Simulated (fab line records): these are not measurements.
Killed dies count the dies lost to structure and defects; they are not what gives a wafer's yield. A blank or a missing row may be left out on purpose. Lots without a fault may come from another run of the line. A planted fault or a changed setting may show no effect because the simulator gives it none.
Which tool is to blame?    flow n5Finfet    9 lots with 27 wafers sampled at 5 steps, on a route of 1938 steps

WHAT EACH GAUGE READ, for each wafer
N5_BEOL_M2_INSPECT_30: inspects for defects (brightfield). Usual: rawDefectCount reads 456 (standard deviation 110).
lot   measured      on                rawDefectCount  flag
L904  day 7 10:46   defectInspect-02  499 367 446     
L907  day 7 16:17   defectInspect-02  396 503 409     
L908  day 7 16:46   defectInspect-02  469 258 292     
L911  day 8 16:40   defectInspect-02  295 352 361     
L916  day 9 23:17   defectInspect-02  409 390 452     
L922  day 10 23:11  defectInspect-02  477 509 551     
L924  day 11 13:49  defectInspect-01  597 622 480     
L925  day 11 19:55  defectInspect-02  437 588 428     
L926  day 12 09:31  defectInspect-01  494 286 349     

N5_BEOL_M4_RC_MEAS_101. Usual: DIBL_N 36.3 mV/V, standard deviation 1.4; DIBL_P 35.7 mV/V, standard deviation 1.5; IOFF_N 0.155 nA/um, standard deviation 0.022; IOFF_P 0.204 nA/um, standard deviation 0.027; ION_N 671 uA/um, standard deviation 9; ION_P 459 uA/um, standard deviation 6.2; SS_N 71.5 mV/dec, standard deviation 0.54; SS_P 73.1 mV/dec, standard deviation 0.56; VT_N 250.2 mV, standard deviation 2.6; VT_P -251 mV, standard deviation 3.3.
lot   measured      on         DIBL_N (mV/V)   DIBL_P (mV/V)   IOFF_N (nA/um)     IOFF_P (nA/um)     ION_N (uA/um)  ION_P (uA/um)  SS_N (mV/dec)   SS_P (mV/dec)   VT_N (mV)          VT_P (mV)       flag
L904  day 8 17:21   prober-01  35.6 34.3 35.9  34.2 33.4 34.4  0.157 0.136 0.157  0.207 0.192 0.203  673 661 664    457 461 457    71.9 71.4 71.1  72.7 72.6 72.8  246.0 249.0 248.9  -248 -249 -250  
L907  day 8 21:08   prober-02  35.0 36.4 38.2  34.9 36.8 38.8  0.137 0.176 0.212  0.171 0.195 0.222  663 682 686    453 464 456    70.7 71.5 71.1  72.3 73.4 73.6  250.8 245.6 243.2  -255 -254 -252  
L908  day 8 23:38   prober-02  36.2 34.4 36.4  35.2 33.4 34.8  0.150 0.129 0.161  0.229 0.214 0.235  666 670 667    468 471 461    71.1 70.6 70.9  73.1 72.0 73.4  252.7 251.9 248.3  -247 -250 -247  
L911  day 9 20:37   prober-01  35.3 36.1 36.7  35.5 35.9 35.6  0.133 0.149 0.151  0.177 0.185 0.174  677 661 668    462 451 447    70.9 71.3 71.6  72.4 73.4 72.5  253.2 251.9 252.9  -255 -255 -258  
L916  day 11 16:56  prober-01  35.5 35.8 34.5  37.0 36.9 36.1  0.149 0.160 0.144  0.189 0.193 0.182  677 672 668    458 457 454    71.5 71.5 71.3  73.8 72.9 73.4  249.4 250.1 250.6  -251 -254 -250  
L922  day 12 10:29  prober-01  34.1 35.0 35.4  33.5 34.6 34.6  0.119 0.131 0.138  0.174 0.185 0.192  666 664 677    457 457 462    71.0 71.2 71.6  72.7 72.9 73.0  253.2 252.5 250.7  -252 -251 -251  
L924  day 13 05:38  prober-01  36.0 34.7 37.8  35.2 33.2 37.7  0.143 0.120 0.188  0.185 0.159 0.224  674 655 682    459 450 464    71.3 72.0 71.5  72.9 72.7 73.9  252.5 253.5 245.5  -254 -254 -251  
L925  day 13 06:14  prober-02  37.1 36.2 37.1  36.6 35.7 37.5  0.183 0.157 0.176  0.232 0.210 0.248  679 667 677    465 458 468    71.5 71.2 71.0  72.9 72.2 73.3  246.5 250.3 246.7  -248 -249 -245  
L926  day 13 14:47  prober-01  33.6 36.1 33.8  33.7 36.6 33.5  0.105 0.139 0.106  0.161 0.207 0.159  653 663 644    456 461 452    71.3 71.6 70.9  72.2 73.2 72.9  254.8 251.6 255.0  -251 -251 -254  

WHICH TOOL RAN EACH LOT (tool, then ch and the chambers of the sampled wafers, then the start)
lot   N5_BEOL_M2_STRIP_19                N5_BEOL_M2_ETCH_77                 N5_BEOL_M2_ETCH_70
L904  rieDiel-05 ch 0,2,3, day 7 10:07   rieDiel-03 ch 0,3, day 7 10:50     rieDiel-03 ch 0,1,3, day 7 11:43
L907  rieDiel-05 ch 1,2,3, day 7 15:41   rieDiel-05 ch 1,2, day 7 16:21     rieDiel-03 ch 0,1,2, day 7 17:43
L908  rieDiel-03 ch 0,1,2, day 7 16:05   rieDiel-05 ch 1,2,3, day 7 16:50   rieDiel-03 ch 0,1, day 7 18:11
L911  rieDiel-03 ch 1,3, day 8 16:04     rieDiel-05 ch 1,2, day 8 16:44     rieDiel-03 ch 1,2, day 8 17:23
L916  rieDiel-01 ch 0,2,3, day 9 22:40   rieDiel-03 ch 0,1,2, day 9 23:44   rieDiel-05 ch 1,3, day 10 03:36
L922  rieDiel-01 ch 0,1,3, day 10 22:41  rieDiel-03 ch 0,2,3, day 10 23:15  rieDiel-03 ch 2,3, day 11 03:28
L924  rieDiel-03 ch 1,3, day 11 13:20    rieDiel-01 ch 0,1, day 11 13:53    rieDiel-01 ch 0,1,2, day 12 03:58
L925  rieDiel-05 ch 1,2, day 11 19:18    rieDiel-01 ch 0,2,3, day 11 19:59  rieDiel-03 ch 2,3, day 12 04:02
L926  rieDiel-05 ch 1,2,3, day 12 08:55  rieDiel-05 ch 1,2,3, day 12 09:35  rieDiel-01 ch 0,1,2, day 12 10:13
- N5_BEOL_M2_STRIP_19: strips in O2.
- N5_BEOL_M2_ETCH_77: etches underlayer in N2/H2, target depth 6.5 nm, time 5.2 s.
- N5_BEOL_M2_ETCH_70: etches SOC in N2/H2, target depth 80 nm, overetch 24 nm, time 130 s.

WHAT THE TOOLS THEMSELVES READ (means of the sampled wafers that have a number; where no wafer has one, the mark that the record gives instead)
N5_BEOL_M2_STRIP_19. Usual: drypumpMotorCurrentA 5.8 A, standard deviation 0.49; oesProductAu 0.77 a.u., standard deviation 0.085; rfVppV 3.7 V, standard deviation 0.49; showerheadPlenumPTorr 2.11 Torr, standard deviation 0.067; throttleValvePct 16.63 %, standard deviation 0.25.
lot   tool        drypumpMotorCurrentA (A)  oesProductAu (a.u.)  rfVppV (V)  showerheadPlenumPTorr (Torr)  throttleValvePct (%)  flag
L904  rieDiel-05  5.6                       0.73                 3.3         2.11                          16.79                 
L907  rieDiel-05  5.9                       0.72                 3.6         2.08                          16.79                 
L908  rieDiel-03  6.2                       0.81                 3.6         2.14                          16.58                 
L911  rieDiel-03  6.1                       0.78                 3.1         2.08                          16.47                 
L916  rieDiel-01  5.3                       0.85                 3.6         2.19                          16.28                 
L922  rieDiel-01  5.6                       0.80                 3.5         2.11                          16.35                 
L924  rieDiel-03  6.1                       0.76                 4.3         2.07                          16.54                 
L925  rieDiel-05  6.2                       0.85                 4.0         2.06                          16.54                 
L926  rieDiel-05  6.0                       0.76                 3.5         2.06                          16.71                 

N5_BEOL_M2_ETCH_77. Usual: drypumpMotorCurrentA 5.9 A, standard deviation 0.48; etchRfOnTimeS 5.28 s, standard deviation 0.082; oesProductAu 0.64 a.u., standard deviation 0.062; rfVppV 524.0 V, standard deviation 2.7; showerheadPlenumPTorr 2.55 Torr, standard deviation 0.084; throttleValvePct 17.82 %, standard deviation 0.27.
lot   tool        drypumpMotorCurrentA (A)  etchRfOnTimeS (s)  oesProductAu (a.u.)  rfVppV (V)  showerheadPlenumPTorr (Torr)  throttleValvePct (%)  flag
L904  rieDiel-03  6.3                       5.16               0.75                 522.5       2.47                          17.61                 
L907  rieDiel-05  6.2                       5.26               0.61                 522.3       2.51                          18.04                 
L908  rieDiel-05  5.9                       5.25               0.61                 523.6       2.52                          18.02                 
L911  rieDiel-05  6.2                       5.25               0.60                 522.5       2.51                          18.03                 
L916  rieDiel-03  6.2                       5.29               0.67                 525.5       2.59                          17.76                 
L922  rieDiel-03  6.4                       5.23               0.65                 522.9       2.51                          17.88                 
L924  rieDiel-01  5.7                       5.30               0.71                 524.2       2.54                          17.42                 
L925  rieDiel-01  5.3                       5.26               0.70                 527.9       2.65                          17.54                 
L926  rieDiel-05  6.0                       5.24               0.65                 522.5       2.51                          17.95                 

N5_BEOL_M2_ETCH_70. Usual: drypumpMotorCurrentA 5.8 A, standard deviation 0.49; oesProductAu 0.57 a.u., standard deviation 0.054; rfVppV 524.5 V, standard deviation 2.8; runLengthS 153.3 s, standard deviation 0.33; showerheadPlenumPTorr 2.57 Torr, standard deviation 0.095; throttleValvePct 17.72 %, standard deviation 0.26.
lot   tool        drypumpMotorCurrentA (A)  oesProductAu (a.u.)  rfVppV (V)  runLengthS (s)  showerheadPlenumPTorr (Torr)  throttleValvePct (%)  flag
L904  rieDiel-03  6.1                       0.62                 523.7       153.3           2.53                          17.48                 
L907  rieDiel-03  6.2                       0.59                 525.9       152.9           2.59                          17.68                 
L908  rieDiel-03  5.9                       0.56                 525.5       185.2           2.60                          17.38                 OFF
L911  rieDiel-03  6.3                       0.52                 527.3       168.9           2.63                          17.92                 OFF
L916  rieDiel-05  5.9                       0.66                 522.9       153.6           2.51                          17.73                 
L922  rieDiel-03  6.5                       0.53                 524.8       152.8           2.56                          18.05                 
L924  rieDiel-01  5.7                       0.59                 523.5       153.5           2.56                          17.51                 
L925  rieDiel-03  6.5                       0.53                 524.2       152.8           2.55                          18.06                 
L926  rieDiel-01  5.7                       0.58                 524.9       153.3           2.56                          17.52                 

THE ANSWER, worked out from the rows above alone
Rule: a lot counts as off when the mean over its wafers that have a number is more than 3 standard deviations away from the usual mean. Also off: a lot with no number at a reading for which 4 or more lots have one. The other lots that the step has rows for count as sound. The gauges are gone through in route order, then the tools' own readings, and for those a lot's mean is taken as printed above. The first step at which some lot is off is used, and at that step the reading that is off furthest; a lot without a number counts as furthest.
Off: L908, L911, at N5_BEOL_M2_ETCH_70 (runLengthS).
If a tool, at that step or one of the process steps before it, ran each lot that is off and ran no sound lot following the first of them, it fits. Of those tried, none fits.

WHAT THE SIMULATOR PUT IN
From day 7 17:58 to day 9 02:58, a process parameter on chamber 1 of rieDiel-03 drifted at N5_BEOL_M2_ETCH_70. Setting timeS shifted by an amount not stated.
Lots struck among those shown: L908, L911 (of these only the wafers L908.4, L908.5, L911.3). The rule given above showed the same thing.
